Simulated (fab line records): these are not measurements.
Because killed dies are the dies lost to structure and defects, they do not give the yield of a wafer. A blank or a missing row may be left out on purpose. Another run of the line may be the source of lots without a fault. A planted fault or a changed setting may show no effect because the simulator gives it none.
fab line records ; flow n5Finfet
record: lots: 8; wafers: 24; lastDay: 16
route steps=1938 shown MOL_CONTACT_COAG@606 BEOL_M4@1111
lots with no fault: from the same line, run without faults
startH: start of the lot's first displayed wafer, in hours after the record's first day ; waitH: hours since the lot's step before ; " unchanged from the row above ; L1.1+2: one row covering several wafers at once ; - no value, or no start given ; * or withheld: withheld ; < > ~ a bound
route shown NAME@n: names a module that has steps shown in the file, with the first one's number in the route ; usual: mean/standard deviation taken from wafers without a fault ; same: alike in all rows ; chamber/n: place in a boat ; sites: the reading at each site ; _std_site: their standard deviation ; _edge_site: outer sites' mean less inner sites' ; radiusMm: for every site, how far away it sits from the centre of the wafer ; mask NAME#n: copy n ; behind: tool/chamber where the wafer was last shaped ; hold: what put the lot on hold/how long, in hours/how the hold closed ; device: the transistor (n, p or np) that didn't switch ; end of line: the same wafers' tests at the end of the route ; a step without rows: its recipe alone ; killed: not the wafer's yield, but the dies lost to structure and defects at the first sort ; map: per-die view of a wafer (x killed, . not killed, _ where there is no die)
set.NAME: the setting that was run; set.NAME@STEP: the one run at that earlier step ; model.NAME: the simulator's own value behind a step, which no gauge read
the route's steps for a sample of lots (tables are steps, rows are wafers)
services: when a tool's chamber went out of use (startH, in hours from the record's first day, below 0 if earlier), for how many hours, and the reason
== steps ==
step: N5_MOL_CONTACT_COAG_ETCH_65
recipe: chemistry: N2/H2; target: underlayer; targetDepthA: 130; maskMaterial: CAR-EUV; timeS: 10.4; ionEnergyEv: 200; pressureMtorr: 30; sourceW: 840; biasW: 150; n2FlowSccm: 200; h2FlowSccm: 200; ends: cleared
usual: chamberPressureMTorr: 30.001/0.03; drypumpMotorCurrentA: 5.5/0.47; etchRfOnTimeS: 10.50/0.26; oesProductAu: 0.68/0.068; rfVppV: 524.1/2.6; showerheadPlenumPTorr: 2.55/0.085; throttleValvePct: 17.63/0.29
lot.wafer;tool;chamber;startH;waitH;chamberPressureMTorr;drypumpMotorCurrentA;etchRfOnTimeS;oesProductAu;rfHoursCounterH;rfVppV;showerheadPlenumPTorr;throttleValvePct
L306.3;rieDiel-05;3;102.98;0.0;30.023;5.4;10.47;0.59;214;525.9;2.52;17.85
L306.4;rieDiel-05;0;102.98;0.0;30.016;5.2;10.80;0.70;74;522.0;2.47;17.60
L306.6;rieDiel-05;2;102.98;0.0;30.008;5.6;10.67;0.70;-;524.3;2.57;17.65
L310.3;rieDiel-05;3;127.10;0.0;29.982;5.4;10.48;0.59;223;523.9;2.52;17.87
L310.5;rieDiel-05;1;127.10;0.0;30.001;4.9;10.21;0.59;-;521.7;2.50;17.55
L310.6;rieDiel-05;0;127.10;0.0;30.057;5.2;10.77;0.70;-;522.1;2.47;17.62
L311.3;rieDiel-05;0;136.42;0.0;30.026;5.3;10.93;0.69;86;520.5;2.47;17.64
L311.4;rieDiel-05;0;136.42;0.0;29.994;5.3;10.96;0.69;-;522.2;2.47;17.62
L311.6;rieDiel-05;3;136.42;0.0;29.982;5.4;10.75;0.59;-;522.6;2.52;17.87
L313.2;rieDiel-06;0;147.01;0.0;29.958;5.0;10.18;0.78;42;529.1;2.70;17.46
L313.3;rieDiel-06;3;147.01;0.0;30.002;6.7;10.81;0.59;205;524.4;2.61;17.94
L313.6;rieDiel-06;1;147.01;0.0;30.043;5.1;10.25;0.58;-;523.1;2.50;17.79
L314.2;rieDiel-02;1;151.53;0.0;29.997;6.0;10.38;0.61;204;526.3;2.63;18.00
L314.5;rieDiel-02;3;151.53;0.0;29.996;5.8;10.30;0.69;-;524.5;2.57;17.70
L314.6;rieDiel-02;2;151.53;0.0;29.989;5.4;10.60;0.76;-;530.5;2.70;17.26
L324.1;rieDiel-05;3;218.62;0.0;30.050;5.4;10.71;0.84;0;522.9;2.51;17.49
L324.2;rieDiel-05;0;218.62;0.0;30.020;5.3;10.88;0.66;122;522.9;2.45;17.68
L324.6;rieDiel-05;0;218.62;0.0;29.955;5.3;10.88;0.66;-;522.6;2.45;17.71
L325.1;rieDiel-05;1;220.22;0.0;30.019;4.8;10.44;0.75;34;520.7;2.48;17.17
L325.4;rieDiel-05;2;220.22;0.0;30.044;5.6;10.82;0.65;128;523.1;2.55;17.75
L325.5;rieDiel-05;1;220.22;0.0;29.968;4.9;10.51;0.75;-;521.6;2.48;17.18
L326.1;rieDiel-06;3;234.76;0.0;29.948;6.6;10.75;0.59;229;525.8;2.60;18.00
L326.3;rieDiel-06;2;234.76;0.0;30.000;6.5;10.25;0.59;239;520.2;2.39;18.35
L326.4;rieDiel-06;2;234.76;0.0;29.993;6.4;10.26;0.60;-;519.9;2.39;18.36
step: N5_MOL_CONTACT_COAG_ETCH_66
recipe: chemistry: CF4; target: SiARC; targetDepthA: 130; maskMaterial: CAR-EUV; timeS: 21.7; ionEnergyEv: 80; pressureMtorr: 40; sourceW: 545; biasW: 36; Ar_flow_sccm: 100; cf4FlowSccm: 100; ends: cleared
usual: chamberPressureMTorr: 40.00/0.038; drypumpMotorCurrentA: 5.5/0.46; etchRfOnTimeS: 21.9/0.58; oesProductAu: 0.68/0.068; rfVppV: 184.0/1.2; showerheadPlenumPTorr: 2.15/0.066; throttleValvePct: 15.41/0.29
lot.wafer;tool;chamber;startH;waitH;chamberPressureMTorr;drypumpMotorCurrentA;etchRfOnTimeS;oesProductAu;rfHoursCounterH;rfVppV;showerheadPlenumPTorr;throttleValvePct
L306.3;rieDiel-05;3;103.00;0.0;40.01;5.4;22.3;0.60;214;184.2;2.12;15.58
L306.4;rieDiel-05;0;103.00;0.0;40.01;5.3;22.9;0.70;74;183.2;2.08;15.21
L306.6;rieDiel-05;2;103.00;0.0;39.96;5.6;22.8;0.69;-;183.2;2.17;15.45
L310.3;rieDiel-05;3;127.12;0.0;40.09;5.4;22.4;0.59;223;182.8;2.12;15.57
L310.5;rieDiel-05;1;127.12;0.0;40.09;4.9;21.6;0.59;-;185.0;2.11;15.50
L310.6;rieDiel-05;0;127.12;0.0;40.06;5.2;22.8;0.69;-;182.6;2.08;15.21
L311.3;rieDiel-05;0;136.44;0.0;40.05;5.2;22.6;0.69;86;182.3;2.08;15.24
L311.4;rieDiel-05;0;136.44;0.0;39.98;5.2;22.6;0.69;-;183.2;2.08;15.25
L311.6;rieDiel-05;3;136.44;0.0;39.98;5.4;21.9;0.60;-;184.0;2.12;15.62
L313.2;rieDiel-06;0;147.03;0.0;40.03;5.0;21.3;0.77;42;186.1;2.27;15.24
L313.3;rieDiel-06;3;147.03;0.0;40.03;6.6;22.7;0.60;205;182.5;2.21;15.88
L313.6;rieDiel-06;1;147.03;0.0;40.01;5.1;21.2;0.58;-;182.6;2.11;15.69
L314.2;rieDiel-02;1;151.55;0.0;39.97;6.0;22.1;0.61;204;184.1;2.20;15.69
L314.5;rieDiel-02;3;151.55;0.0;40.03;5.8;21.6;0.69;-;184.2;2.16;15.36
L314.6;rieDiel-02;2;151.55;0.0;40.06;5.3;22.4;0.76;-;184.4;2.27;15.09
L324.1;rieDiel-05;3;218.64;0.0;40.04;5.4;22.1;0.84;0;183.5;2.11;15.14
L324.2;rieDiel-05;0;218.64;0.0;40.02;5.2;22.5;0.66;122;182.4;2.07;15.30
L324.6;rieDiel-05;0;218.64;0.0;40.01;5.2;22.4;0.66;-;182.5;2.07;15.31
L325.1;rieDiel-05;1;220.24;0.0;40.06;4.8;21.6;0.75;34;183.7;2.10;15.08
L325.4;rieDiel-05;2;220.24;0.0;40.04;5.6;22.7;0.64;128;184.3;2.15;15.54
L325.5;rieDiel-05;1;220.24;0.0;39.98;4.9;21.7;0.75;-;183.8;2.10;15.06
L326.1;rieDiel-06;3;234.78;0.0;39.93;6.6;22.3;0.59;229;184.2;2.20;15.92
L326.3;rieDiel-06;2;234.78;0.0;39.98;6.4;21.2;0.60;239;182.6;2.04;16.27
L326.4;rieDiel-06;2;234.78;0.0;39.98;6.5;21.2;0.59;-;183.6;2.04;16.28
step: N5_MOL_CONTACT_COAG_CD_MEAS_101
recipe: targetCdNm: 16
usual: cdNm: 15.9/0.35
lot.wafer;tool;chamber;startH;waitH;cdNm
L306.3;cdSem-01;-;103.77;0.0;15.4
L306.4;cdSem-01;-;103.77;0.0;16.0
L306.6;cdSem-01;-;103.77;0.0;15.4
L310.3;cdSem-02;-;128.07;0.0;16.7
L310.5;cdSem-02;-;128.07;0.0;15.9
L310.6;cdSem-02;-;128.07;0.0;16.4
L311.3;cdSem-01;-;137.21;0.0;15.8
L311.4;cdSem-01;-;137.21;0.0;15.9
L311.6;cdSem-01;-;137.21;0.0;15.9
L313.2;cdSem-01;-;147.82;0.0;16.4
L313.3;cdSem-01;-;147.82;0.0;16.5
L313.6;cdSem-01;-;147.82;0.0;16.5
L314.2;cdSem-01;-;152.38;0.0;16.5
L314.5;cdSem-01;-;152.38;0.0;16.1
L314.6;cdSem-01;-;152.38;0.0;15.7
L324.1;cdSem-03;-;219.42;0.0;16.5
L324.2;cdSem-03;-;219.42;0.0;15.6
L324.6;cdSem-03;-;219.42;0.0;15.5
L325.1;cdSem-01;-;221.02;0.0;16.0
L325.4;cdSem-01;-;221.02;0.0;15.8
L325.5;cdSem-01;-;221.02;0.0;15.8
L326.1;cdSem-02;-;235.56;0.0;15.7
L326.3;cdSem-02;-;235.56;0.0;15.5
L326.4;cdSem-02;-;235.56;0.0;16.3
step: N5_MOL_CONTACT_COAG_ANNEAL_112
recipe: tempC: 400; timeS: 1800; ambient: HPD2; pressureAtm: 10
usual: spikeTcBottomC: 422.7/0.93; spikeTcCentreC: 401.3/1.1; spikeTcLowerC: 398.8/1; spikeTcTopC: 421.8/1.1; spikeTcUpperC: 398.7/1; wafer_temp_C_max: 401.5/0.32; zonePowerBottomPct: 14.01/0.14; zonePowerCentrePct: 8.38/0.08; zonePowerLowerPct: 9.44/0.088; zonePowerTopPct: 21.26/0.21; zonePowerUpperPct: 8.82/0.086
lot.wafer;tool;chamber;startH;waitH;spikeTcBottomC;spikeTcCentreC;spikeTcLowerC;spikeTcTopC;spikeTcUpperC;wafer_temp_C_max;zonePowerBottomPct;zonePowerCentrePct;zonePowerLowerPct;zonePowerTopPct;zonePowerUpperPct
L306.3;hpAnneal-01;0;104.55;0.0;422.3;403.0;397.4;422.8;400.8;401.5;14.16;8.40;9.27;21.05;8.95
L306.4;hpAnneal-01;0;104.55;0.0;421.4;398.8;399.0;422.2;398.2;401.1;14.21;8.36;9.50;21.62;8.83
L306.6;hpAnneal-01;0;104.55;0.0;421.3;402.7;399.8;422.6;399.4;402.0;13.80;8.34;9.43;21.50;8.93
L310.3;hpAnneal-01;0;131.48;2.7;423.6;400.2;398.7;421.4;398.2;401.2;14.10;8.56;9.42;21.40;8.72
L310.5;hpAnneal-01;0;131.48;2.7;422.9;399.9;399.7;421.3;399.2;401.2;14.17;8.46;9.37;21.64;8.83
L310.6;hpAnneal-01;0;131.48;2.7;421.8;399.7;399.1;420.3;398.9;401.1;13.87;8.33;9.46;21.57;8.81
L311.3;hpAnneal-01;0;137.98;0.0;422.4;401.6;398.4;421.6;399.4;401.7;14.08;8.43;9.38;21.57;8.88
L311.4;hpAnneal-01;0;137.98;0.0;422.3;400.2;398.0;421.0;400.0;401.2;14.02;8.46;9.51;21.14;8.72
L311.6;hpAnneal-01;0;137.98;0.0;422.9;402.5;400.2;423.4;397.6;401.4;14.01;8.32;9.41;21.43;8.92
L313.2;hpAnneal-01;0;148.62;0.0;413.4;390.7;387.6;411.6;389.9;391.8;13.60;8.19;9.10;20.66;8.52
L313.3;hpAnneal-01;0;148.62;0.0;411.3;391.9;388.2;412.3;387.7;391.9;13.72;8.14;9.23;20.74;8.55
L313.6;hpAnneal-01;0;148.62;0.0;411.3;393.4;391.2;410.7;388.2;392.3;13.68;8.05;9.13;20.49;8.52
L314.2;hpAnneal-01;0;153.16;0.0;412.0;390.9;388.9;412.9;388.6;392.2;13.58;8.10;9.11;20.67;8.44
L314.5;hpAnneal-01;0;153.16;0.0;413.6;390.8;388.6;412.1;389.1;392.2;13.55;7.97;9.23;21.17;8.66
L314.6;hpAnneal-01;0;153.16;0.0;414.4;392.3;388.8;414.3;391.7;392.1;13.55;8.10;9.14;20.46;8.48
L324.1;hpAnneal-01;0;220.21;0.0;422.6;402.3;398.7;420.6;400.1;401.2;13.89;8.46;9.39;21.04;8.89
L324.2;hpAnneal-01;0;220.21;0.0;422.1;401.1;398.2;422.2;399.2;401.2;13.84;8.29;9.41;21.32;8.90
L324.6;hpAnneal-01;0;220.21;0.0;424.4;401.2;399.4;422.2;396.6;401.5;14.26;8.44;9.55;21.38;8.86
L325.1;hpAnneal-01;0;223.21;1.4;421.8;401.6;398.0;424.0;398.7;401.9;14.21;8.33;9.43;21.09;8.88
L325.4;hpAnneal-01;0;223.21;1.4;423.7;400.3;397.2;421.5;398.7;401.3;14.23;8.33;9.45;21.05;8.66
L325.5;hpAnneal-01;0;223.21;1.4;422.5;402.6;398.1;422.3;399.2;401.1;14.12;8.38;9.36;21.59;8.78
L326.1;hpAnneal-01;0;236.34;0.0;424.8;402.4;398.0;422.2;400.5;401.9;14.01;8.29;9.43;21.34;8.86
L326.3;hpAnneal-01;0;236.34;0.0;423.2;403.6;398.4;422.7;398.9;401.4;14.17;8.50;9.52;21.18;8.70
L326.4;hpAnneal-01;0;236.34;0.0;423.1;400.5;397.6;421.3;398.8;401.5;14.05;8.32;9.44;21.02;9.06
step: N5_BEOL_M4_RC_MEAS_101
usual: DIBL_N: 36.5/1.4; DIBL_P: 36.6/1.9; IOFF_N: 0.167/0.029; IOFF_P: 0.21/0.033; ION_N: 674/12; ION_P: 460/8.9; SS_N: 71.6/0.57; SS_P: 73.4/0.61; VT_N: 249/3.3; VT_P: -250/3.3
lot.wafer;tool;chamber;startH;waitH;DIBL_N[mV/V];DIBL_P[mV/V];IOFF_N[nA/um];IOFF_P[nA/um];ION_N[uA/um];ION_P[uA/um];SS_N[mV/dec];SS_P[mV/dec];VT_N[mV];VT_P[mV]
L306.3;prober-01;0;164.05;0.9;34.9;35.9;0.152;0.17;682;454;71.5;73.3;250;-254
L306.4;prober-01;0;164.05;0.9;34.5;35.7;0.133;0.18;660;449;71.4;73.7;251;-253
L306.6;prober-01;0;164.05;0.9;37.4;37.8;0.186;0.20;670;453;72.5;73.2;244;-253
L310.3;prober-01;0;196.11;0.3;35.8;34.7;0.145;0.19;660;451;71.2;73.5;249;-251
L310.5;prober-01;0;196.11;0.3;35.5;34.8;0.150;0.20;681;465;71.0;73.2;250;-249
L310.6;prober-01;0;196.11;0.3;37.0;36.7;0.172;0.23;667;460;70.9;73.8;248;-248
L311.3;prober-01;0;204.07;0.3;37.1;38.5;0.212;0.25;682;468;72.3;73.9;246;-248
L311.4;prober-01;0;204.07;0.3;35.5;35.8;0.180;0.21;694;470;72.4;72.8;246;-249
L311.6;prober-01;0;204.07;0.3;35.7;36.4;0.170;0.21;678;462;72.6;73.1;248;-249
L313.2;prober-02;0;210.35;0.2;36.2;35.3;0.161;0.18;665;447;72.3;73.3;251;-256
L313.3;prober-02;0;210.35;0.2;35.3;35.3;0.154;0.17;673;451;71.8;73.6;249;-256
L313.6;prober-02;0;210.35;0.2;37.7;38.0;0.188;0.22;674;461;72.5;74.7;246;-251
L314.2;prober-01;0;214.88;0.2;35.4;34.6;0.151;0.17;673;454;72.2;73.2;252;-256
L314.5;prober-01;0;214.88;0.2;37.5;37.5;0.206;0.21;685;458;71.8;74.1;247;-254
L314.6;prober-01;0;214.88;0.2;36.1;35.6;0.155;0.17;666;447;71.7;73.1;250;-256
L324.1;prober-02;0;286.76;0.0;35.4;35.2;0.142;0.17;675;463;71.0;72.1;249;-251
L324.2;prober-02;0;286.76;0.0;36.2;34.6;0.146;0.16;669;446;71.2;73.0;252;-256
L324.6;prober-02;0;286.76;0.0;35.8;35.9;0.151;0.18;684;466;71.3;73.0;252;-254
L325.1;prober-02;0;289.57;0.0;36.3;36.5;0.160;0.20;671;456;72.0;74.1;248;-253
L325.4;prober-02;0;289.57;0.0;35.6;36.2;0.138;0.20;660;451;71.5;73.5;254;-255
L325.5;prober-02;0;289.57;0.0;35.4;35.1;0.140;0.19;673;459;70.9;74.4;252;-253
L326.1;prober-02;0;295.18;0.0;34.0;34.6;0.139;0.20;679;465;71.0;72.8;250;-249
L326.3;prober-02;0;295.18;0.0;36.4;37.1;0.179;0.24;669;466;72.0;73.6;247;-243
L326.4;prober-02;0;295.18;0.0;36.2;37.3;0.174;0.25;674;467;71.8;73.0;248;-245
== services ==
tool;chamber;startH;hours;kind
rieDiel-06;0;79.05;8.7;repair
rieDiel-02;1;87.10;2.7;repair
rieDiel-02;0;122.41;2.5;repair
rieDiel-05;1;129.72;-;clean
rieDiel-05;1;129.72;-;consumableReplace:focusRing
rieDiel-05;1;129.72;12.8;scheduledDown
rieDiel-05;1;129.72;12.8;ventCycle
rieDiel-02;0;151.41;1.6;repair
rieDiel-06;2;168.37;33.9;repair
rieDiel-06;-;195.13;28.1;pm
rieDiel-05;3;198.03;-;clean
rieDiel-05;3;198.03;-;consumableReplace:focusRing
rieDiel-05;3;198.03;19.4;scheduledDown
rieDiel-05;3;198.03;19.4;ventCycle
rieDiel-06;1;223.23;-;clean
rieDiel-06;1;223.23;-;consumableReplace:focusRing
rieDiel-06;1;223.23;18.1;scheduledDown
rieDiel-06;1;223.23;18.1;ventCycle
== key ==
firstSign: step: N5_MOL_CONTACT_COAG_ANNEAL_112; reading: wafer_temp_C_max; direction: down; sigmas: 30; usual: *; struck: *
effect: step: N5_MOL_CONTACT_COAG_ANNEAL_112; reading: spikeTcBottomC; direction: down; sigmas: 11; usual: 422.7; struck: 412.6
metAt N5_MOL_CONTACT_COAG_ANNEAL_112
struckLots L313,L314
notActingAt N5_MOL_CONTACT_COAG_ETCH_65,N5_MOL_CONTACT_COAG_ETCH_66,N5_MOL_CONTACT_COAG_CD_MEAS_101
onsetBetween 137.98 148.62
fault: kind: processParameterDrift; tool: hpAnneal-01; chamber: -; onsetH: 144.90; steps: N5_MOL_CONTACT_COAG_ANNEAL_112; channel: tempC; offset: *; shape: step; endH: 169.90; stated: *
